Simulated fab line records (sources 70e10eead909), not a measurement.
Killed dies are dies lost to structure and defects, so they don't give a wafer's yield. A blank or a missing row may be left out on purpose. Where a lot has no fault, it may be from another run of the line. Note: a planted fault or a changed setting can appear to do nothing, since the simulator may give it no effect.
Chamber matching | flow nand-harc | NHARC_P_GATE_PRECLEAN_70 on wet-bench-05: 8 sister chambers
The step cleans in SC1. 12 wafers are shown with their chamber, then 8 later ones without.

WAFERS PAIRED WITH THEIR CHAMBERS
wafer  | chamber | nh4oh-flow-mL-min | temp-c (C)
L647.2 | 5       | 28.53             | 49.95
L649.5 | 6       | 28.17             | 49.97
L652.2 | 0       | 28.16             | 50.07
L652.3 | 2       | 28.29             | 50.07
L652.6 | 3       | 28.46             | 50.14
L658.1 | 6       | 28.24             | 49.98
L658.3 | 4       | 28.43             | 50.15
L658.4 | 1       | 28.14             | 50.09
L661.1 | 4       | 28.28             | 50.02
L661.3 | 0       | 28.21             | 50.04
L661.4 | 2       | 28.14             | 49.95
L666.1 | 7       | 28.14             | 49.77

WAFERS WITHOUT THEIR CHAMBER
wafer  | nh4oh-flow-mL-min | temp-c (C)
L666.4 | 28.16             | 49.96
L666.5 | 28.42             | 49.92
L667.2 | 28.32             | 50.01
L667.3 | 28.30             | 49.90
L667.4 | 28.23             | 50.14
L668.1 | 28.34             | 49.97
L668.3 | 28.28             | 50.03
L668.6 | 28.38             | 49.94

WHICH CHAMBER EACH ONE RAN IN
wafer  | from the rows above                              | in truth
L666.4 | can't be placed: 6 or 2 or 0 or 1                | 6
L666.5 | can't be placed: 5 or 4 or 6 or 2                | 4
L667.2 | can't be placed: 4 or 2 or 6 or 0 or 1 or 3 or 5 | 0
L667.3 | can't be placed: 6 or 2 or 0 or 7 or 5 or 4 or 1 | 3
L667.4 | can't be placed: 1 or 0 or 4 or 2 or 6 or 3      | 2
L668.1 | can't be placed: 2 or 6 or 4 or 0 or 5 or 3 or 1 | 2
L668.3 | can't be placed: 2 or 0 or 4 or 6 or 1 or 3      | 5
L668.6 | can't be placed: 5 or 6 or 4 or 2 or 0 or 3 or 1 | 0
Correctly placed: 0 of 8. These rows do not allow placing 8 (true chamber among the candidates in 6). Number placed wrongly: 0.
How it was worked out, from the rows above alone: a wafer's distance from a chamber is the root of the sum, over the readings, of the square of ((its reading less the chamber's mean) divided by the reading's scatter). The wafer belongs to the nearest chamber; if the next one is less than 2 further off, it can't be placed. Each chamber's mean is taken over the wafers shown for it. How the scatter is found: for the shown wafers, subtract from each reading the mean of its chamber, square and add these, divide the total by (wafers less chambers), then take the root.
